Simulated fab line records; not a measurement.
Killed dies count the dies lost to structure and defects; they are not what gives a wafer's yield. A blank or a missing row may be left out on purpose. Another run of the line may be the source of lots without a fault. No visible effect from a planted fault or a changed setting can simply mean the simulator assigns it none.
Split-lot trial | flow n5Finfet | 21 wafers read across 7 lots, on a route 1938 steps long

THE SPLIT ITSELF
At N5_SD_EPI_P_PEB_07 (peb time 60 s), the setting pebTimeS was moved away from the recipe's 60 s on 5 of the 21 wafers read, by -22.3% to +7.7%. All remaining wafers had this setting at the recipe value.

FROM SPLIT TO READING: 1 step shown by the file between the two
- N5_SD_EPI_P_DEVELOP_08: develop time 30 s

THE READING
cdNm at N5_SD_EPI_P_CD_MEAS_09, given in nm (cd target 240 nm). Typical for fault-free wafers on this fab line: 239.8 nm, with standard deviation 0.71 nm.

wafer  | tool, chamber at the split | pebTimeS as run, s | against the recipe | cdNm, nm | against lot-mates on the recipe
L074.1 | lithoTrack-02, 0           | 46.6               | -22.3%             | 230.0    | -9.6
L074.3 | lithoTrack-02, 0           | 60                 | recipe             | 239.7    | -
L074.6 | lithoTrack-02, 0           | 60                 | recipe             | 239.5    | -
L076.2 | lithoTrack-02, 0           | 60                 | recipe             | 241.4    | -
L076.3 | lithoTrack-02, 0           | 52.87              | -11.9%             | 236.6    | -4.5
L076.4 | lithoTrack-02, 0           | 60                 | recipe             | 240.8    | -
L078.4 | lithoTrack-01, 0           | 60                 | recipe             | 239.3    | -
L078.5 | lithoTrack-01, 0           | 60                 | recipe             | 239.1    | -
L078.6 | lithoTrack-01, 0           | 60                 | recipe             | 239.6    | -
L082.2 | lithoTrack-01, 0           | 64.59              | +7.7%              | 241.0    | +1.0
L082.4 | lithoTrack-01, 0           | 60                 | recipe             | 239.9    | -
L082.6 | lithoTrack-01, 0           | 60                 | recipe             | 240.1    | -
L084.2 | lithoTrack-02, 0           | 60                 | recipe             | 240.5    | -
L084.4 | lithoTrack-02, 0           | 60                 | recipe             | 239.8    | -
L084.6 | lithoTrack-02, 0           | 60                 | recipe             | 240.3    | -
L085.3 | lithoTrack-01, 0           | 60                 | recipe             | 240.4    | -
L085.4 | lithoTrack-01, 0           | 60                 | recipe             | 239.9    | -
L085.5 | lithoTrack-01, 0           | 60                 | recipe             | 241.5    | -
L093.1 | lithoTrack-03, 0           | 49.03              | -18.3%             | 233.0    | -7.0
L093.4 | lithoTrack-03, 0           | 49.03              | -18.3%             | 232.8    | -7.2
L093.6 | lithoTrack-03, 0           | 60                 | recipe             | 240.0    | -

FIT RESULTS
A straight line over all 21 wafers: cdNm changes by +0.388 nm for each +1% of pebTimeS; r = +0.96; the points scatter about the line by 0.87 nm.
The same after taking each lot's own level away (the mean of its wafers on the recipe; 21 wafers): +0.385 nm for each +1%; r = +0.98; scatter 0.58 nm.
The reading moves by 8.6 nm for the largest change in pebTimeS, on that fit.
The span of the lots' own levels, 239.33 to 241.10 nm, comes to 2.5 times the standard deviation stated above.
Consequently the slope shifts little with the lot-to-lot level, the two slopes agreeing.
Check: with one of the wafers moved furthest among these (-22.3%) left out of the fit, the line predicts -8.24 nm for it against its lot-mates. Against them it came out at -9.6 nm.

THE WHOLE CHAIN: every reading that the file lists as answering this split, in the file's order
step                   | what it does                                           | reading                                                        | change (the file's fit)               | r (the file's)
N5_SD_EPI_P_CD_MEAS_09 | target cd 240 nm                                       | cdNm                                                           | +0.392 nm for each +1% of the setting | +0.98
N5_SD_EPI_P_DESCUM_14  | chemistry O2, time 7.9 s                               | SD_EPI_P.cdNm (the simulator's own value, which no gauge read) | +0.407 nm for each +1% of the setting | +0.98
N5_SD_EPI_P_ETCH_36    | etches SiARC in CF4, target depth 45.5 nm, time 75.8 s | SD_EPI_P.cdNm (the simulator's own value, which no gauge read) | +0.403 nm for each +1% of the setting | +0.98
N5_SD_EPI_P_ETCH_37    | etches SOC in N2/H2, overetch 108 nm, time 486 s       | SD_EPI_P.cdNm (the simulator's own value, which no gauge read) | +0.374 nm for each +1% of the setting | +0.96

FILE'S OWN FIT
cdNm changes by +0.392 nm for each +1% of pebTimeS, r = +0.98.
